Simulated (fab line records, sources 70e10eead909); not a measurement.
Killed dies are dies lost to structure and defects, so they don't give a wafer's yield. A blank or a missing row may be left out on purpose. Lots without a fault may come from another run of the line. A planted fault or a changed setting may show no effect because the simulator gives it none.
A struck lot beside a sound one | flow nand_harc | 14 steps out of a route of 1302
Sound: wafers L847.1, L847.2, L847.4. Struck: wafer L868.5. (L868.2, L868.3 of the same lot were not struck and are left out.) The cause comes at the end.
At each step with rows: each side's tool, then ch and its chambers, then its first start. Under that, the readings that differ: sound wafers | struck wafers | difference of the means | sigmas: that difference in standard deviations of wafers without a fault.
alike: readings whose means differ by less than 2 such deviations, and words and numbers that are the same on both sides. not compared: withheld readings, readings that some wafer has no value for, bounds like >300 that may hide the same value, and numbers for which the record gives no deviation and whose values overlap.
The two part at a step that has a row with sigmas, a row that says differs or no value, or rows on one side only. Numbers that don't overlap but have no deviation are shown without sigmas and don't part them. A reading that every wafer of one side lacks parts them only if that side has two wafers or more.

first, 8 steps without rows for these wafers: NHARC_P_GATE_DEHYDRATE_18 (time 120 s); NHARC_P_GATE_HMDS_19 (time 30 s); NHARC_P_GATE_COAT_20 (resist thk 90 nm); NHARC_P_GATE_SOFTBAKE_21 (time 55 s); NHARC_P_GATE_EBR_22; NHARC_P_GATE_EXPOSE_23 (exposes mask P GATE, target cd 120 nm); NHARC_P_GATE_PEB_24 (peb time 65 s); NHARC_P_GATE_DEVELOP_25 (develop time 35 s).
NHARC_P_GATE_CD_MEAS_26: target cd 120 nm.
  sound on cd_sem-03 ch 0, day 5 12:15; struck on cd_sem-03 ch 0, day 14 07:29
  alike: cd_nm
NHARC_P_GATE_OVL_MEAS_27:
  sound on overlay-01, day 5 12:20; struck on overlay-01, day 14 07:34
  alike: overlay_x_nm, overlay_y_nm
NHARC_P_GATE_INSPECT_28:
  sound on defect_inspect-01, day 5 12:22; struck on defect_inspect-02, day 14 07:37
  alike: raw_defect_count
NHARC_P_GATE_DESCUM_31: chemistry O2, time 3 s.
  sound on rie_diel-12 ch 0,1,2, day 5 12:26; struck on rie_diel-12 ch 2, day 14 07:40
  alike: drypump_motor_current_A, oes_product_au, rf_vpp_V, showerhead_plenum_p_Torr, throttle_valve_pct
  not compared: rf_hours_counter_h
NHARC_P_GATE_ETCH_104: etches the open film in CF4/CHF3, target depth 60 nm.
  sound on rie_diel-12 ch 0,1,2, day 5 12:31; struck on rie_diel-12 ch 3, day 14 07:46
  reading               | sound             | struck | difference | sigmas
  oes_product_au (a.u.) | 0.963 0.955 0.986 | 0.904  | -0.064     | -3
  rf_fwd_power_W (W)    | 494.2 486.9 496.6 | 430.7  | -61.9      | -22
  alike: drypump_motor_current_A, rf_vpp_V, showerhead_plenum_p_Torr, throttle_valve_pct
NHARC_P_GATE_HM_OPEN_105: chemistry O2/COS, target depth 360 nm.
  sound on rie_diel-12 ch 0,1,2; struck on rie_diel-12 ch 2
  alike: drypump_motor_current_A, oes_product_au, rf_fwd_power_W, rf_vpp_V, showerhead_plenum_p_Torr, throttle_valve_pct
  not compared: rf_hours_counter_h

WHERE THEY PART
Only at NHARC_P_GATE_ETCH_104, within this record. Later steps at which nothing parts them and some readings are alike: NHARC_P_GATE_HM_OPEN_105.

WHY: what the simulator had put in
Process parameter drift: rie_diel-12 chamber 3, from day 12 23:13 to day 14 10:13, at NHARC_P_GATE_ETCH_104. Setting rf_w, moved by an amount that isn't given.
